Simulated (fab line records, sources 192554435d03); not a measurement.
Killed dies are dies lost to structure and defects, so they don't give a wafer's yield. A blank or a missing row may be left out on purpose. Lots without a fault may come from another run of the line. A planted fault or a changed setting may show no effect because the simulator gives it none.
Split-lot experiment | flow n5_finfet | 7 lots, 21 wafers read, on a route of 1938 steps

THE SPLIT
At N5_BEOL_M15_ILD_DEP_00 (deposits SiO2 from TEOS/O2, target thk 1629.3 nm, time 346.1 s), the setting time_s was moved away from the recipe's 346.1 s on 5 of the 21 wafers read, by -10.8% to +4.0%. The other wafers ran this setting at the recipe's value.

The file shows no step between the split and the reading.

THE READING
M15_ILD_THK, in nm, at N5_BEOL_M15_THK_MEAS_01. Fault-free wafers of this fab line usually give 1632 nm, standard deviation 22 nm.

wafer  | tool, chamber at the split | time_s as run, s | against the recipe | M15_ILD_THK, nm | against lot-mates on the recipe
L082.1 | pecvd-04, 2                | 346.1            | recipe             | 1596            | -
L082.2 | pecvd-04, 0                | 346.1            | recipe             | 1576            | -
L082.6 | pecvd-04, 1                | 323.2            | -6.6%              | 1507            | -79
L083.1 | pecvd-03, 2                | 346.1            | recipe             | 1585            | -
L083.4 | pecvd-03, 1                | 346.1            | recipe             | 1659            | -
L083.6 | pecvd-03, 2                | 359.9            | +4.0%              | 1694            | +72
L087.1 | pecvd-02, 1                | 312.2            | -9.8%              | 1485            | -162
L087.4 | pecvd-02, 0                | 346.1            | recipe             | 1634            | -
L087.6 | pecvd-02, 1                | 346.1            | recipe             | 1660            | -
L090.2 | pecvd-02, 2                | 346.1            | recipe             | 1625            | -
L090.3 | pecvd-02, 1                | 346.1            | recipe             | 1670            | -
L090.5 | pecvd-02, 2                | 346.1            | recipe             | 1667            | -
L092.1 | pecvd-02, 2                | 346.1            | recipe             | 1621            | -
L092.3 | pecvd-02, 1                | 346.1            | recipe             | 1646            | -
L092.5 | pecvd-02, 0                | 346.1            | recipe             | 1634            | -
L093.3 | pecvd-02, 1                | 346.1            | recipe             | 1650            | -
L093.4 | pecvd-02, 0                | 346.1            | recipe             | 1648            | -
L093.6 | pecvd-02, 2                | 346.1            | recipe             | 1661            | -
L094.1 | pecvd-03, 2                | 346.1            | recipe             | 1593            | -
L094.5 | pecvd-03, 0                | 308.8            | -10.8%             | 1448            | -145
L094.6 | pecvd-03, 2                | 308.8            | -10.8%             | 1465            | -128

THE FIT
A straight line over all 21 wafers: M15_ILD_THK changes by +16.3 nm for each +1% of time_s; r = +0.93; the points scatter about the line by 28 nm.
The same after taking each lot's own level away (the mean of its wafers on the recipe; 21 wafers): +13.9 nm for each +1%; r = +0.95; scatter 19 nm.
On that fit, the largest move of time_s shifts the reading by 1.5e+02 nm.
The lots' own levels span 1586.0 to 1654.0 nm, that is 3.1 times the standard deviation above.
So the lot-to-lot level changes the slope: the two fits differ.
Check: with one of the wafers moved furthest among these (-10.8%) left out of the fit, the line predicts -150 nm for it against its lot-mates. It came out at -145 nm against them.

OTHER SPLITS ON THESE WAFERS
These wafers also went through other splits before the reading. Each is held against what the fit with the lots' levels taken away leaves over:
other split on the same wafers | wafers away from the commonest value | r with M15_ILD_THK (lot level and that fit taken away)
N5_BEOL_M14_DESCUM_33 time_s   | 6                                    | -0.11
N5_BEOL_M14_SPUTTER_44 power_w | 6                                    | +0.23

THE WHOLE CHAIN: every reading that the file lists as answering this split, in the file's order
step                    | what it does                                                   | reading                                                                             | change (the file's fit)              | r (the file's)
N5_BEOL_M15_ILD_DEP_00  | deposits SiO2 from TEOS/O2, target thk 1629.3 nm, time 346.1 s | SiO2_of_BEOL_M15_ILD_DEP_00.thk_nm (the simulator's own value, which no gauge read) | +14.3 nm for each +1% of the setting | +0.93
N5_BEOL_M15_THK_MEAS_01 |                                                                | M15_ILD_THK                                                                         | +14.2 for each +1% of the setting    | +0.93
N5_BEOL_M15_VIA_ETCH_16 | etches SiO2 in C4F8/O2/Ar, target depth 1792.2 nm              | etch.depth_nm (the simulator's own value, which no gauge read)                      | +14.3 nm for each +1% of the setting | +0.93

THE FILE'S OWN FIT
M15_ILD_THK changes by +14.2 nm for each +1% of time_s, r = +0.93.
